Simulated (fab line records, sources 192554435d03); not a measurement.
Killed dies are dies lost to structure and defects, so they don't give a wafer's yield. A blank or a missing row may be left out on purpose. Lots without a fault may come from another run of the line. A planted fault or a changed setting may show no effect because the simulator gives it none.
Chamber matching | flow n5_finfet | N5_BEOL_M8_PECVD_70 on pecvd-03: 3 sister chambers
The step deposits SiO2 from TEOS/O2, target thk 20 nm, time 22.7 s. 3 wafers are shown with their chamber, then 10 later ones without.

WAFERS WITH THEIR CHAMBER
wafer  | chamber | throttle_valve_pct (%)
L087.4 | 2       | 21.6
L088.1 | 0       | 21.9
L088.4 | 1       | 22.3

WAFERS WITHOUT THEIR CHAMBER
wafer  | throttle_valve_pct (%)
L088.6 | 22.0
L092.3 | 21.8
L092.5 | 22.5
L092.6 | 22.3
L095.2 | 21.7
L095.4 | 22.3
L095.6 | 21.7
L096.1 | 22.4
L096.2 | 21.8
L096.6 | 21.9

WHICH CHAMBER EACH WENT THROUGH
wafer  | from the rows above     | in truth
L088.6 | 0                       | 0
L092.3 | can't be placed: 0 or 2 | 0
L092.5 | 1                       | 1
L092.6 | 1                       | 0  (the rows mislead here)
L095.2 | can't be placed: 2 or 0 | 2
L095.4 | 1                       | 1
L095.6 | can't be placed: 2 or 0 | 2
L096.1 | 1                       | 1
L096.2 | can't be placed: 0 or 2 | 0
L096.6 | 0                       | 0
Placed correctly: 5 of 10. Can't be placed from these rows: 4 (the true chamber is among the candidates in 4). Placed wrongly: 1.
How it was worked out, from the rows above alone: a wafer's distance from a chamber is the root of the sum, over the readings, of the square of ((its reading less the chamber's mean) divided by the reading's scatter). The wafer belongs to the nearest chamber; if the next one is less than 2 further off, it can't be placed. A chamber's mean is the mean of its shown wafers. The scatter: with one shown wafer a chamber, the root of the mean of the squares of how far each hidden wafer lies from its nearest shown one.
